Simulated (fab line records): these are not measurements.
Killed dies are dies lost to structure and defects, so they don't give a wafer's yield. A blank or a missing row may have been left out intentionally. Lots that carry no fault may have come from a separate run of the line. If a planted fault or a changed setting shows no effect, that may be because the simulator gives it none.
Chamber matching || flow nand_harc || rie_diel-07 running NHARC_A_SGD_CUT_DESCUM_14: 4 sister chambers
The step chemistry O2, time 3 s. 4 wafers are shown with their chamber, then 7 later ones without.

== EACH WAFER AND ITS CHAMBER ==
{"wafer": "L087.2", "chamber": 0, "drypump_motor_current_A (A)": 5.4}
{"wafer": "L087.4", "chamber": 3, "drypump_motor_current_A (A)": 5.6}
{"wafer": "L089.2", "chamber": 2, "drypump_motor_current_A (A)": 6.4}
{"wafer": "L089.3", "chamber": 1, "drypump_motor_current_A (A)": 4.7}

== WAFERS WITH NO CHAMBER GIVEN ==
{"wafer": "L089.4", "drypump_motor_current_A (A)": 5.4}
{"wafer": "L092.1", "drypump_motor_current_A (A)": 6.4}
{"wafer": "L092.2", "drypump_motor_current_A (A)": 5.7}
{"wafer": "L092.6", "drypump_motor_current_A (A)": 5.4}
{"wafer": "L093.3", "drypump_motor_current_A (A)": 4.7}
{"wafer": "L093.4", "drypump_motor_current_A (A)": 5.4}
{"wafer": "L093.5", "drypump_motor_current_A (A)": 6.4}

== THE CHAMBER EACH PASSED THROUGH ==
{"wafer": "L089.4", "from the rows above": 0, "in truth": 0}
{"wafer": "L092.1", "from the rows above": 2, "in truth": 2}
{"wafer": "L092.2", "from the rows above": 3, "in truth": 3}
{"wafer": "L092.6", "from the rows above": 0, "in truth": 0}
{"wafer": "L093.3", "from the rows above": 1, "in truth": 1}
{"wafer": "L093.4", "from the rows above": 0, "in truth": 0}
{"wafer": "L093.5", "from the rows above": 2, "in truth": 2}
7 of 7 placed correctly. Left unplaced by these rows: 0. Placed wrongly: 0.
How it was worked out, from the rows above alone: a wafer's distance from a chamber is the root of the sum, over the readings, of the square of ((its reading less the chamber's mean) divided by the reading's scatter). The wafer belongs to the nearest chamber; if the next one is less than 2 further off, it can't be placed. A chamber's mean is the mean of its shown wafers. The scatter: root of mean squared gap, hidden wafer to nearest shown wafer, with one shown wafer a chamber.
